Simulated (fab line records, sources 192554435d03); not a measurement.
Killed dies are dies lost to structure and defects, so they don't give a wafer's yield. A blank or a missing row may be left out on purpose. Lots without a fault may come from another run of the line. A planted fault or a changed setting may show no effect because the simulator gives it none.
Problem report in the 8D (eight disciplines) form, filled by code | flow n5_finfet | the parts of the form that need people (team, actions taken, sign-off) are left out

1. THE PROBLEM
rf_fwd_power_W at N5_MIM_BOT_ETCH_ETCH_04 reads a mean of 405.2 W on 2 wafers of 2 lots; wafers without a fault read 531.6 W with a standard deviation of 1.9. That is -67 standard deviations from the usual mean.
The step: etches SiNx in CF4/O2, target depth 26 nm, time 13 s.
First seen on wafer L550.4, day 16 00:53, on rie_diel-06. The record holds 18 wafers of 6 lots with a number at this step. Rule for "out", or "out of limits": more than 4 standard deviations from the usual mean. The other wafers with a number count as sound.

2. WHAT IT IS AND WHAT IT IS NOT
question                    | is                       | is not
which readings at this step | rf_fwd_power_W, rf_vpp_V | drypump_motor_current_A, showerhead_plenum_p_Torr, throttle_valve_pct
which lots                  | L550, L552               | L539, L543, L558, L561
which wafers of those lots  | L550.4, L552.4           | L550.2, L550.6, L552.1, L552.3
read on which tools         | rie_diel-06              | rie_diel-02, rie_diel-05
when                        | from day 16 00:53        | up to then (8 sound wafers); but 8 sound wafers of L552, L558, L561 came after

3. SUSPECTS, AND WHAT RULES EACH OUT
Counting: a tool at a process step up to the reading stays a suspect if it ran every lot that is out. Sound lots after the first of them don't rule it out here, since some wafers of a struck lot are sound.
- rie_diel-06 at N5_MIM_BOT_LITHO_DESCUM_10 (chemistry O2, time 7.9 s): kept. It ran every lot that is out, first L550 (day 16 00:49); its last sound lot up to then is L539 (day 12 08:42).
- rie_diel-06 at N5_MIM_BOT_ETCH_ETCH_04 (etches SiNx in CF4/O2, target depth 26 nm, time 13 s): kept. It ran every lot that is out, first L550 (day 16 00:53); its last sound lot up to then is L539 (day 12 08:46). Its own readings are out on those wafers: rf_fwd_power_W, rf_vpp_V.
- Within rie_diel-06 at N5_MIM_BOT_LITHO_DESCUM_10: the wafers that are out ran in chamber 3; their sound lot-mates ran in chambers 0, 1, 2.
- Within rie_diel-06 at N5_MIM_BOT_ETCH_ETCH_04: the wafers that are out ran in chamber 3; their sound lot-mates ran in chambers 0, 1, 2.
Left after counting: rie_diel-06 at N5_MIM_BOT_LITHO_DESCUM_10, rie_diel-06 at N5_MIM_BOT_ETCH_ETCH_04.

4. THE CAUSE (what the simulator had put in)
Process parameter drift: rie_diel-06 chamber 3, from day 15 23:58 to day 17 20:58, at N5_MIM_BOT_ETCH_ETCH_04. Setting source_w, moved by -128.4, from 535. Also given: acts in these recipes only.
Counting left 2 suspects, and this tool is among them.

5. THE CHAIN OF EFFECTS, in route order
Each row: a reading whose mean over the struck wafers that have a number lies more than 3 standard deviations from the usual. Only readings for which the record gives a usual standard deviation are gone through. hours: the time from each lot's start at the first step in this table that gives one to its start at this step, as a median over the lots. sigmas: the change in usual standard deviations.
hours | step                    | reading        | usual     | on struck wafers | change | sigmas
0     | N5_MIM_BOT_ETCH_ETCH_04 | oes_f_703_au   | 0.77 a.u. | 0.48             | -0.29  | -3.3
0     | N5_MIM_BOT_ETCH_ETCH_04 | rf_fwd_power_W | 531.6 W   | 405.2            | -126.4 | -67
0     | N5_MIM_BOT_ETCH_ETCH_04 | rf_vpp_V       | 243 V     | 281              | +38    | +8.1
The process steps in it:
- N5_MIM_BOT_ETCH_ETCH_04: etches SiNx in CF4/O2, target depth 26 nm, time 13 s.

6. WHAT WOULD HAVE CAUGHT IT SOONER
In this record the first reading out of limits was taken at day 16 00:53, 1 hour after the fault began at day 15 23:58.
